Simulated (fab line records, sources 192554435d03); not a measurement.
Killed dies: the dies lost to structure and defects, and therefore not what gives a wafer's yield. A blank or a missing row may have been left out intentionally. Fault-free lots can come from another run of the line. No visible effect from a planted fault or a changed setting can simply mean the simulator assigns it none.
fab line records	flow n5_finfet
record: lots: 7	wafers: 39
route steps=1938 shown MOL_CONTACT_COAG@562 BEOL_M1@753 BEOL_M8@1344 BEOL_M9@1467 BEOL_M11@1592 BEOL_M14@1751
start_h: hours from the record's first day to the start of the lot's first wafer shown	wait_h: how many hours have passed since the lot's step before this one	" same as the row above	L1.1+2: a single row standing in for several wafers	- no value present, or no start provided	* or withheld: withheld	< > ~ a bound
route shown NAME@n: a module of which the file shows steps, and the number in the route of the first	usual: mean and standard deviation over wafers with no fault	same: alike in all rows	chamber/n: place in a boat	sites: each site's reading	_std_site: their standard deviation	_edge_site: the outer-site mean with the inner-site mean subtracted	radius_mm: how far each site lies from the wafer's centre	mask NAME#n: copy n	behind: the tool/chamber that last shaped the wafer	hold: cause of the lot's hold/its duration in hours/its outcome	device: the transistor (n, p or np) that didn't switch	end of line: tests of these same wafers at the route's end	a step given without rows: its recipe and nothing more	killed: dies that structure and defects cost at the first sort, which is not the same as the wafer's yield	map: shows each die of a wafer: x if killed, . if not, _ if none is there
set.NAME: the setting as run; set.NAME@STEP: as run at that earlier step	model.NAME: the simulator's own value behind a step, which no gauge read
one table per step and one row per wafer, for lots whose settings were changed on purpose
== steps ==
step: N5_MOL_CONTACT_COAG_ALD_123
recipe: material: SiNx	target_thk_a: 50	temp_c: 400	ald_precursor_family: SiH2I2	ald_co_reactant: N2/H2-plasma	pulse_time_s: 1	purge_time_s: 2	co_reactant_purge_time_s: 2	ald_cycles: 100	pressure_torr: 2
lot.wafer	tool	chamber	start_h	wait_h	set.ald_cycles	model.SiNx_of_MOL_CONTACT_COAG_ALD_123.thk_nm
L081.1+5	ald_sin-02	0,1	141.42	0.0	50	2.4
L081.2+3+4	"	1,3,2	"	"	100	5
L081.6	"	2	"	"	50	2.6
L084.4+5+6	ald_sin-01	0,1,0	160.38	0.2	100	5
L085.1+2+3+4+5+6	ald_sin-03	1,3,2,0,2,3	173.83	0.1	100	5
L091.1+2+3+4+5+6	ald_sin-02	0,1,3,2,2,1	197.95	0.8	100	5
L090.1+2+3+4+5+6	ald_sin-02	1,0,2,3,1,2	202.70	0.0	100	5
L096.1+3+5	ald_sin-01	3,1,0	232.12	0.0	100	5
L096.2+4+6	"	0,3,1	"	"	121	6
L097.1+2+3+4+5+6	ald_sin-02	2,0,3,1,2,1	235.79	0.0	100	5
step: N5_MOL_CONTACT_COAG_PECVD_31
recipe: material: SiO2	target_thk_a: 460	temp_c: 400	precursor: TEOS/O2	pressure_torr: 6.5	rf_w: withheld	teos_flow_sccm: withheld	gas: O2	flow_sccm: 2650	time_s: 8.9
step: N5_MOL_CONTACT_COAG_COAT_75
recipe: resist: SOC	temp_c: 250	time_s: 60	spin_rpm: 1500	resist_thk_nm: 60
step: N5_MOL_CONTACT_COAG_STRIP_120
recipe: chemistry: CHF3	resist: SiARC	rf_frequency_hz: 6e+07
step: N5_MOL_CONTACT_COAG_VIA_ETCH_117
recipe: chemistry: C4F6/O2	target_depth_a: 400	overetch_a: 80	mask_material: SOC	target: SiO2	bias_w: 455	pressure_mtorr: 10	time_s: 26	source_w: 325	Ar_flow_sccm: 300	C4F6_flow_sccm: 10	O2_flow_sccm: 10	ion_energy_ev: 575.3	ends: end_point
step: N5_MOL_CONTACT_COAG_ETCH_124
recipe: chemistry: CH3F/O2	target: SiNx	target_depth_a: 65	mask_material: SOC	stop_on: SiOC	over_etch_frac: 0.3	ion_energy_ev: 120	pressure_mtorr: 30	source_w: 395	bias_w: 73	Ar_flow_sccm: 150	CH3F_flow_sccm: 30	O2_flow_sccm: 20	ends: end_point
lot.wafer	tool	chamber	start_h	wait_h	set.ald_cycles@MOL_CONTACT_COAG_ALD_123	model.etch.depth_nm
L081.1	rie_diel-06	1	144.31	0.0	50	2.489
L081.2	"	3	"	"	100	5.003
L081.3	"	2	"	"	100	4.999
L081.4	"	0	"	"	100	5.031
L081.5	"	0	"	"	50	2.491
L081.6	"	3	"	"	50	2.52
L084.4	rie_diel-06	0	163.84	0.0	100	5.001
L084.5	"	3	"	"	100	5.006
L084.6	"	1	"	"	100	4.984
L085.1+5	rie_diel-01	1,2	177.13	0.0	100	5.011
L085.2	"	2	"	"	100	5.01
L085.3	"	0	"	"	100	4.99
L085.4	"	3	"	"	100	5.016
L085.6	"	3	"	"	100	5.033
L091.1	rie_diel-04	0	200.85	0.0	100	5.025
L091.2	"	1	"	"	100	5.007
L091.3	"	2	"	"	100	4.996
L091.4	"	3	"	"	100	4.987
L091.5	"	3	"	"	100	5.026
L091.6	"	2	"	"	100	4.999
L090.1	rie_diel-01	2	205.72	0.0	100	4.99
L090.2	"	0	"	"	100	4.998
L090.3	"	1	"	"	100	4.995
L090.4	"	3	"	"	100	4.973
L090.5	"	3	"	"	100	4.997
L090.6	"	0	"	"	100	4.968
L096.1	rie_diel-01	3	235.17	0.0	100	5.011
L096.2	"	0	"	"	121	6.085
L096.3	"	1	"	"	100	5.03
L096.4	"	2	"	"	121	6.066
L096.5	"	0	"	"	100	5.026
L096.6	"	3	"	"	121	6.046
L097.1	rie_diel-04	1	238.64	0.0	100	5.001
L097.2	"	0	"	"	100	5.012
L097.3	"	3	"	"	100	4.997
L097.4	"	2	"	"	100	4.976
L097.5	"	0	"	"	100	5.006
L097.6	"	1	"	"	100	5.018
step: N5_BEOL_M1_PECVD_72
recipe: material: SiO2	target_thk_a: 160	temp_c: 400	precursor: TEOS/O2	pressure_torr: 5.5	rf_w: 450	teos_flow_sccm: 53.8	gas: O2	flow_sccm: 3000	time_s: 18
lot.wafer	tool	chamber	start_h	wait_h	set.time_s	model.SiO2_of_BEOL_M1_PECVD_72.thk_nm
L081.1	pecvd-01	1	163.14	0.0	22.46	20
L081.2+5	"	2	"	"	22.46	19.8
L081.3	"	0	"	"	18	16.2
L081.4+6	"	0,1	"	"	18	16.4
L084.4	pecvd-02	2	180.02	0.1	18	15.8
L084.5+6	"	1,0	"	"	18	16
L085.1+5	pecvd-01	1	195.11	0.0	18	16.2
L085.2+4	"	2	"	"	10.4	9.4
L085.3	"	0	"	"	18	15.8
L085.6	"	0	"	"	10.4	9.6
L091.1	pecvd-02	1	218.93	0.0	21.7	19.2
L091.2	"	0	"	"	18	16.2
L091.3	"	1	"	"	21.7	19.6
L091.4	"	0	"	"	18	16
L091.5	"	1	"	"	18	16.4
L091.6	"	0	"	"	21.7	19.4
L090.1+5	pecvd-01	1,0	225.11	0.0	18	16.4
L090.2	"	2	"	"	27.84	24.4
L090.3	"	0	"	"	27.84	24.6
L090.4	"	2	"	"	27.84	25.2
L090.6	"	1	"	"	18	16.6
L096.1+3	pecvd-03	1,2	251.34	0.0	18	15.8
L096.2	"	0	"	"	18	16
L096.4+6	"	0,2	"	"	18	16.2
L096.5	"	1	"	"	18	16.4
L097.1	pecvd-03	0	255.03	0.0	18	15.8
L097.2+3	"	1,2	"	"	9.978	9.2
L097.4+5	"	2,0	"	"	18	16.2
L097.6	"	1	"	"	9.978	9.4
step: N5_BEOL_M8_DEVELOP_10
recipe: develop_time_s: 30	developer: TMAH	resist: CAR-ArF	rinse_liquid: diw	dry: air_spin	dev_temp_c: 23
lot.wafer	tool	chamber	start_h	wait_h	set.develop_time_s
L081.1+3+5	litho_track-02	0	-	-	15.11
L081.2+4+6	"	0	"	"	30
L084.4+5+6	litho_track-04	0	-	-	30
L085.1+2+6	litho_track-03	0	-	-	44.85
L085.3+4+5	"	0	"	"	30
L091.1+2+3+4+5+6	litho_track-02	0	-	-	30
L090.1+2+3	litho_track-02	0	-	-	30
L090.4+5+6	"	0	"	"	43.47
L096.1+2+5	litho_track-04	0	-	-	13.85
L096.3+4+6	"	0	"	"	30
L097.1+2+3	litho_track-02	0	-	-	30
L097.4+5+6	"	0	"	"	36.3
step: N5_BEOL_M8_CD_MEAS_11
recipe: target_cd_nm: 38.5	landing_energy_ev: 500	detector: se_inlens	polarity: opening
usual: cd_nm: 38.5/0.41
lot.wafer	tool	chamber	start_h	wait_h	set.develop_time_s@BEOL_M8_DEVELOP_10	cd_nm
L081.1	cd_sem-03	0	240.02	-	15.11	35.4
L081.2	"	0	"	"	30	38.0
L081.3	"	0	"	"	15.11	35.0
L081.4	"	0	"	"	30	38.4
L081.5	"	0	"	"	15.11	35.4
L081.6	"	0	"	"	30	38.1
L084.4	cd_sem-03	0	260.68	-	30	38.5
L084.5	"	0	"	"	30	39.3
L084.6	"	0	"	"	30	38.6
L085.1	cd_sem-02	0	270.60	-	44.85	39.6
L085.2	"	0	"	"	44.85	39.9
L085.3	"	0	"	"	30	38.2
L085.4	"	0	"	"	30	37.9
L085.5	"	0	"	"	30	38.2
L085.6	"	0	"	"	44.85	40.2
L091.1	cd_sem-03	0	302.98	-	30	38.6
L091.2	"	0	"	"	30	38.7
L091.3	"	0	"	"	30	38.6
L091.4	"	0	"	"	30	38.7
L091.5	"	0	"	"	30	39.0
L091.6	"	0	"	"	30	38.1
L090.1	cd_sem-03	0	308.50	-	30	37.6
L090.2	"	0	"	"	30	38.1
L090.3	"	0	"	"	30	38.9
L090.4	"	0	"	"	43.47	40.0
L090.5	"	0	"	"	43.47	40.0
L090.6	"	0	"	"	43.47	39.7
L096.1	cd_sem-01	0	327.67	-	13.85	35.3
L096.2	"	0	"	"	13.85	34.8
L096.3	"	0	"	"	30	38.1
L096.4	"	0	"	"	30	37.9
L096.5	"	0	"	"	13.85	35.1
L096.6	"	0	"	"	30	38.1
L097.1	cd_sem-01	0	337.22	-	30	38.4
L097.2	"	0	"	"	30	38.7
L097.3	"	0	"	"	30	38.0
L097.4	"	0	"	"	36.3	38.6
L097.5	"	0	"	"	36.3	39.2
L097.6	"	0	"	"	36.3	39.6
step: N5_BEOL_M8_DESCUM_16
recipe: chemistry: O2	time_s: 7.9	source_power_w: 50	bias_power_w: 20	pressure_mtorr: 20	rf_frequency_hz: 2.712e+07	temp_c: 40	resist: CAR-ArF	o2_flow_sccm: 225
step: N5_BEOL_M8_ETCH_61
recipe: chemistry: CF4	target: SiARC	target_depth_a: 455	mask_material: CAR-ArF	time_s: 75.8	ion_energy_ev: 80	pressure_mtorr: 40	source_w: 545	bias_w: 36	Ar_flow_sccm: 100	cf4_flow_sccm: 100	ends: cleared
lot.wafer	tool	chamber	start_h	wait_h	set.develop_time_s@BEOL_M8_DEVELOP_10	model.BEOL_M8.cd_offset_nm
L081.1	rie_diel-06	2	240.40	0.0	15.11	-3
L081.2	"	1	"	"	30	0
L081.3	"	0	"	"	15.11	-3.4
L081.4	"	3	"	"	30	-0.2
L081.5	"	3	"	"	15.11	-2.8
L081.6	"	0	"	"	30	-0.4
L084.4	rie_diel-04	2	260.81	0.0	30	0
L084.5	"	2	"	"	30	0.6
L084.6	"	3	"	"	30	0.2
L085.1	rie_diel-04	3	270.92	0.0	44.85	1.2
L085.2	"	1	"	"	44.85	1.4
L085.3+5	"	2,3	"	"	30	-0.2
L085.4	"	1	"	"	30	-0.4
L085.6	"	2	"	"	44.85	1.8
L091.1	rie_diel-06	0	303.10	0.0	30	0.6
L091.2+5	"	3,0	"	"	30	0.2
L091.3+4+6	"	2,2,3	"	"	30	0
L090.1+2	rie_diel-06	0,2	308.63	0.0	30	-0.4
L090.3	"	3	"	"	30	0.2
L090.4	"	3	"	"	43.47	1.4
L090.5+6	"	2,0	"	"	43.47	1.2
L096.1	rie_diel-06	1	327.79	0.0	13.85	-3
L096.2	"	0	"	"	13.85	-3.8
L096.3+4+6	"	2,3,1	"	"	30	-0.4
L096.5	"	2	"	"	13.85	-3.6
L097.1+3	rie_diel-04	2,0	337.37	0.0	30	-0.2
L097.2	"	1	"	"	30	0
L097.4	"	0	"	"	36.3	-0.2
L097.5	"	2	"	"	36.3	0.4
L097.6	"	1	"	"	36.3	0.8
step: N5_BEOL_M8_ETCH_62
recipe: chemistry: N2/H2	target: SOC	target_depth_a: 1100	overetch_a: 220	mask_material: SiARC	temp_c: 40	time_s: 165	ion_energy_ev: 200	pressure_mtorr: 30	source_w: 840	bias_w: 150	n2_flow_sccm: 200	h2_flow_sccm: 200
step: N5_BEOL_M8_STRIP_68
recipe: chemistry: N2/H2	temp_c: 40	n2_flow_sccm: 200	h2_flow_sccm: 200	rf_frequency_hz: 6e+07
step: N5_BEOL_M8_STRIP_67
recipe: chemistry: CF4	resist: SiARC	power_w: 300	bias_power_w: 75	pressure_mtorr: 50	cf4_flow_sccm: 150	rf_frequency_hz: 6e+07
step: N5_BEOL_M8_HM_OPEN_17
recipe: chemistry: Cl2/BCl3	target_depth_a: 200	overetch_a: 60	target: TiN	mask_material: SOC	ion_energy_ev: 150	pressure_mtorr: 10	icp_w: 1000	bias_w: 126	Cl2_flow_sccm: 53.25	bcl3_flow_sccm: 21.75	Ar_flow_sccm: 25
lot.wafer	tool	chamber	start_h	wait_h	set.develop_time_s@BEOL_M8_DEVELOP_10	model.BEOL_M8.cd_offset_nm
L081.1	rie_metal-01	0	240.65	0.0	15.11	-2.8
L081.2+4	"	1,0	"	"	30	-0.2
L081.3	"	1	"	"	15.11	-3.8
L081.5	"	0	"	"	15.11	-3
L081.6	"	1	"	"	30	-0.4
L084.4	rie_metal-03	1	261.09	0.1	30	-0.2
L084.5	"	0	"	"	30	0.6
L084.6	"	1	"	"	30	0
L085.1	rie_metal-01	0	271.17	0.0	44.85	1
L085.2	"	1	"	"	44.85	1.2
L085.3	"	1	"	"	30	-0.4
L085.4	"	0	"	"	30	-0.6
L085.5	"	0	"	"	30	-0.2
L085.6	"	1	"	"	44.85	1.8
L091.1	rie_metal-03	0	303.35	0.0	30	0.2
L091.2+5	"	1,0	"	"	30	0
L091.3+4	"	0,1	"	"	30	-0.2
L091.6	"	1	"	"	30	-0.4
L090.1	rie_metal-01	1	308.87	0.0	30	-0.6
L090.2	"	0	"	"	30	-0.4
L090.3	"	0	"	"	30	0
L090.4+5	"	1,0	"	"	43.47	1.4
L090.6	"	1	"	"	43.47	1.2
L096.1	rie_metal-03	1	328.04	0.0	13.85	-2.6
L096.2	"	0	"	"	13.85	-4
L096.3	"	0	"	"	30	0
L096.4+6	"	1,0	"	"	30	-0.2
L096.5	"	1	"	"	13.85	-3.2
L097.1+3	rie_metal-01	0	337.61	0.0	30	0
L097.2	"	1	"	"	30	0.2
L097.4	"	1	"	"	36.3	-0.2
L097.5	"	1	"	"	36.3	0.4
L097.6	"	0	"	"	36.3	0.8
step: N5_BEOL_M8_STRIP_19
recipe: chemistry: O2	power_w: 400	temp_c: 40	pressure_mtorr: 30	rf_frequency_hz: 6e+07	bias_power_w: 0	overash_fraction: 0.2	o2_flow_sccm: 225
step: N5_BEOL_M8_CD_MEAS_18
recipe: pitch_nm: 80	target_cd_nm: 40
usual: cd_nm: 39.9/0.44
lot.wafer	tool	chamber	start_h	wait_h	set.develop_time_s@BEOL_M8_DEVELOP_10	cd_nm
L081.1	cd_sem-02	-	240.86	0.0	15.11	37.1
L081.2	"	-	"	"	30	39.8
L081.3	"	-	"	"	15.11	36.0
L081.4	"	-	"	"	30	40.0
L081.5	"	-	"	"	15.11	37.0
L081.6	"	-	"	"	30	39.6
L084.4	cd_sem-01	-	261.28	0.0	30	39.7
L084.5	"	-	"	"	30	40.7
L084.6	"	-	"	"	30	40.0
L085.1	cd_sem-01	-	271.38	0.0	44.85	41.1
L085.2	"	-	"	"	44.85	41.2
L085.3	"	-	"	"	30	39.6
L085.4	"	-	"	"	30	39.5
L085.5	"	-	"	"	30	40.0
L085.6	"	-	"	"	44.85	42.0
L091.1	cd_sem-02	-	303.69	0.0	30	40.4
L091.2	"	-	"	"	30	40.1
L091.3	"	-	"	"	30	39.9
L091.4	"	-	"	"	30	39.8
L091.5	"	-	"	"	30	40.0
L091.6	"	-	"	"	30	39.5
L090.1	cd_sem-01	-	309.11	0.0	30	39.3
L090.2	"	-	"	"	30	39.7
L090.3	"	-	"	"	30	40.6
L090.4	"	-	"	"	43.47	41.7
L090.5	"	-	"	"	43.47	41.3
L090.6	"	-	"	"	43.47	41.5
L096.1	cd_sem-02	-	328.22	0.0	13.85	37.5
L096.2	"	-	"	"	13.85	36.2
L096.3	"	-	"	"	30	39.8
L096.4	"	-	"	"	30	39.5
L096.5	"	-	"	"	13.85	37.0
L096.6	"	-	"	"	30	39.8
L097.1	cd_sem-01	-	337.79	0.0	30	39.8
L097.2	"	-	"	"	30	40.3
L097.3	"	-	"	"	30	40.2
L097.4	"	-	"	"	36.3	39.9
L097.5	"	-	"	"	36.3	40.3
L097.6	"	-	"	"	36.3	41.2
step: N5_BEOL_M8_COAT_63
recipe: resist: SOC	temp_c: 250	time_s: 60	spin_rpm: 1500	resist_thk_nm: 60
step: N5_BEOL_M8_COAT_64
recipe: resist: SiARC	temp_c: 220	time_s: 60	spin_rpm: 1500	resist_thk_nm: 12
step: N5_BEOL_M8_PRECLEAN_42
recipe: chemistry: residue_remover	time_s: 60	temp_c: 40
step: N5_BEOL_M8_SRD_43
recipe: time_s: 30	temp_c: 23	rinse_liquid: diw	dry: ipa_marangoni
step: N5_BEOL_M8_CD_MEAS_35
recipe: target_cd_nm: 40	polarity: opening
usual: cd_nm: 39.9/0.43
lot.wafer	tool	chamber	start_h	wait_h	set.develop_time_s@BEOL_M8_DEVELOP_10	cd_nm
L081.1	cd_sem-02	-	243.97	0.0	15.11	37.1
L081.2	"	-	"	"	30	39.7
L081.3	"	-	"	"	15.11	36.1
L081.4	"	-	"	"	30	39.6
L081.5	"	-	"	"	15.11	37.0
L081.6	"	-	"	"	30	39.7
L084.4	cd_sem-03	-	262.29	0.0	30	39.9
L084.5	"	-	"	"	30	40.6
L084.6	"	-	"	"	30	39.8
L085.1	cd_sem-02	-	272.74	0.0	44.85	41.1
L085.2	"	-	"	"	44.85	41.3
L085.3	"	-	"	"	30	39.3
L085.4	"	-	"	"	30	39.5
L085.5	"	-	"	"	30	40.0
L085.6	"	-	"	"	44.85	41.7
L091.1	cd_sem-01	-	306.14	0.0	30	40.1
L091.2	"	-	"	"	30	40.2
L091.3	"	-	"	"	30	39.6
L091.4	"	-	"	"	30	39.9
L091.5	"	-	"	"	30	39.7
L091.6	"	-	"	"	30	39.8
L090.1	cd_sem-03	-	311.26	0.0	30	39.2
L090.2	"	-	"	"	30	39.8
L090.3	"	-	"	"	30	40.2
L090.4	"	-	"	"	43.47	42.0
L090.5	"	-	"	"	43.47	41.3
L090.6	"	-	"	"	43.47	40.7
L096.1	cd_sem-03	-	330.28	0.0	13.85	37.2
L096.2	"	-	"	"	13.85	36.0
L096.3	"	-	"	"	30	40.1
L096.4	"	-	"	"	30	39.8
L096.5	"	-	"	"	13.85	36.6
L096.6	"	-	"	"	30	40.0
L097.1	cd_sem-01	-	341.53	0.0	30	39.3
L097.2	"	-	"	"	30	40.4
L097.3	"	-	"	"	30	40.1
L097.4	"	-	"	"	36.3	40.1
L097.5	"	-	"	"	36.3	40.3
L097.6	"	-	"	"	36.3	40.9
step: N5_BEOL_M9_DEP_56
recipe: material: SiCN	target_thk_a: 150	temp_c: withheld	precursor: 3MS/NH3	pressure_torr: 3	rf_w: 202	time_s: 26.5
lot.wafer	tool	chamber	start_h	wait_h	set.target_thk_a	model.SiCN_of_BEOL_M9_DEP_56.thk_nm
L081.1	pecvd-03	0	257.11	0.0	150	14.8
L081.2+3	"	2,1	"	"	108.9	10.6
L081.4	"	1	"	"	150	15
L081.5	"	0	"	"	150	15.2
L081.6	"	2	"	"	108.9	10.8
L084.4+5	pecvd-01	2,0	274.45	0.0	150	15
L084.6	"	1	"	"	150	15.2
L085.1	pecvd-01	2	281.90	0.0	239.7	23.8
L085.2+5	"	0,1	"	"	150	15
L085.3	"	1	"	"	239.7	24
L085.4	"	2	"	"	150	15.2
L085.6	"	0	"	"	239.7	24.2
L091.1+2+3	pecvd-01	0,2,1	315.47	0.0	150	14.8
L091.4	"	0	"	"	150	15.4
L091.5	"	2	"	"	150	15
L091.6	"	1	"	"	150	15.2
L090.1	pecvd-01	2	322.64	0.0	121.5	12
L090.2	"	0	"	"	121.5	11.8
L090.3+6	"	1,2	"	"	150	14.8
L090.4	"	1	"	"	121.5	12.2
L090.5	"	0	"	"	150	15
L096.1	pecvd-01	0	344.29	0.0	220.9	22
L096.2+3	"	2,1	"	"	220.9	21.8
L096.4+5	"	0,1	"	"	150	15
L096.6	"	2	"	"	150	14.8
L097.1	pecvd-03	2	354.48	0.0	238.4	23.4
L097.2	"	0	"	"	150	14.6
L097.3	"	2	"	"	150	14.8
L097.4	"	0	"	"	150	15.2
L097.5	"	2	"	"	238.4	24
L097.6	"	0	"	"	238.4	23.8
step: N5_BEOL_M11_CVD_75
recipe: material: Co	target_thk_a: 20	temp_c: withheld	precursor: CCTBA/H2	pressure_torr: 30	time_s: 138.9
lot.wafer	tool	chamber	start_h	wait_h	set.target_thk_a	model.Co_of_BEOL_M11_CVD_75.thk_nm
L081.1	cvd_co-01	0	273.36	0.0	8.593	1
L081.2+3	"	2,1	"	"	20	2.2
L081.4	"	1	"	"	8.593	0.8
L081.5	"	0	"	"	20	2
L081.6	"	2	"	"	8.593	1.2
L084.4+5	cvd_co-02	0,1	288.34	0.1	20	2
L084.6	"	2	"	"	20	2.2
L085.1+3+5	cvd_co-01	2,1,2	296.27	0.0	29.55	2.8
L085.2+6	"	0	"	"	20	2
L085.4	"	1	"	"	20	1.8
L091.1	cvd_co-02	1	333.11	0.1	20	1.8
L091.2+5	"	0,2	"	"	20	2
L091.3+6	"	2,0	"	"	14.18	1.4
L091.4	"	1	"	"	14.18	1.2
L090.1+3	cvd_co-01	0	336.17	0.2	20	2
L090.2+4+6	"	2,2,0	"	"	28.72	3
L090.5	"	2	"	"	20	2.2
L096.1+5+6	cvd_co-02	2,0,2	361.04	0.0	25.74	2.6
L096.2+3+4	"	0,1,1	"	"	20	2
L097.1+4+5	cvd_co-02	0,0,1	370.36	0.1	20	2
L097.2+3+6	"	1,2,2	"	"	30.67	3
step: N5_BEOL_M14_ETCH_68
recipe: chemistry: N2/H2	target: SOC	mask_material: SiARC	source_w: 3000	bias_w: 350	temp_c: 40	time_s: 450	ion_energy_ev: 200	pressure_mtorr: 30	n2_flow_sccm: 200	h2_flow_sccm: 200
lot.wafer	tool	chamber	start_h	wait_h	set.time_s	model.SiARC_of_BEOL_M14_COAT_66.thk_nm
L081.1+2+6	rie_diel-01	0,1,3	287.05	0.1	450	64.8
L081.3+5	"	3,0	"	"	450	65.2
L081.4	"	2	"	"	450	66
L084.4	rie_diel-06	2	304.31	0.1	450	65.4
L084.5+6	"	0,3	"	"	450	66
L085.1	rie_diel-06	3	314.36	0.1	641.3	48
L085.2	"	2	"	"	641.3	47.2
L085.3	"	1	"	"	450	65.4
L085.4	"	0	"	"	641.3	47.4
L085.5	"	2	"	"	450	66.2
L085.6	"	1	"	"	450	64.6
L090.1	rie_diel-01	1	353.05	0.1	559.3	53.6
L090.2	"	3	"	"	450	64.8
L090.3	"	0	"	"	559.3	53.2
L090.4	"	2	"	"	450	65
L090.5	"	1	"	"	450	64.4
L090.6	"	0	"	"	559.3	52.6
L091.1+6	rie_diel-01	3,0	353.63	0.1	450	64.6
L091.2	"	2	"	"	542.5	56.6
L091.3	"	0	"	"	450	63.6
L091.4	"	1	"	"	542.5	54.8
L091.5	"	1	"	"	542.5	55.6
L096.1	rie_diel-04	1	374.25	0.1	578.6	51.2
L096.2+6	"	0,1	"	"	450	64.4
L096.3	"	2	"	"	578.6	52.2
L096.4	"	2	"	"	450	65.6
L096.5	"	0	"	"	578.6	51.6
L097.1	rie_diel-01	3	387.71	0.1	450	65
L097.2+5	"	1	"	"	450	64.6
L097.3+6	"	0	"	"	450	64.2
L097.4	"	3	"	"	450	65.4
== key ==
split: step: N5_MOL_CONTACT_COAG_ALD_123	setting: ald_cycles	stated: 100	by: wafer
response: step: N5_MOL_CONTACT_COAG_ALD_123	reading: model.SiNx_of_MOL_CONTACT_COAG_ALD_123.thk_nm	change: +0.0502	per: 1%	r: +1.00
response: step: N5_MOL_CONTACT_COAG_ETCH_124	reading: model.etch.depth_nm	change: +0.0501	per: 1%	r: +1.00
split: step: N5_BEOL_M1_PECVD_72	setting: time_s	stated: 18	by: wafer
response: step: N5_BEOL_M1_PECVD_72	reading: model.SiO2_of_BEOL_M1_PECVD_72.thk_nm	change: +0.152	per: 1%	r: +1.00
split: step: N5_BEOL_M8_DEVELOP_10	setting: develop_time_s	stated: 30	by: wafer
response: step: N5_BEOL_M8_CD_MEAS_11	reading: cd_nm	change: +0.047	per: 1%	r: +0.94
response: step: N5_BEOL_M8_ETCH_61	reading: model.BEOL_M8.cd_offset_nm	change: +0.0457	per: 1%	r: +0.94
response: step: N5_BEOL_M8_HM_OPEN_17	reading: model.BEOL_M8.cd_offset_nm	change: +0.0468	per: 1%	r: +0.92
response: step: N5_BEOL_M8_CD_MEAS_18	reading: cd_nm	change: +0.0457	per: 1%	r: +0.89
response: step: N5_BEOL_M8_CD_MEAS_35	reading: cd_nm	change: +0.0479	per: 1%	r: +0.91
split: step: N5_BEOL_M9_DEP_56	setting: target_thk_a	stated: 150	by: wafer
response: step: N5_BEOL_M9_DEP_56	reading: model.SiCN_of_BEOL_M9_DEP_56.thk_nm	change: +0.15	per: 1%	r: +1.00
split: step: N5_BEOL_M11_CVD_75	setting: target_thk_a	stated: 20	by: wafer
response: step: N5_BEOL_M11_CVD_75	reading: model.Co_of_BEOL_M11_CVD_75.thk_nm	change: +0.0196	per: 1%	r: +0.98
split: step: N5_BEOL_M14_ETCH_68	setting: time_s	stated: 450	by: wafer
response: step: N5_BEOL_M14_ETCH_68	reading: model.SiARC_of_BEOL_M14_COAT_66.thk_nm	change: -0.438	per: 1%	r: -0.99
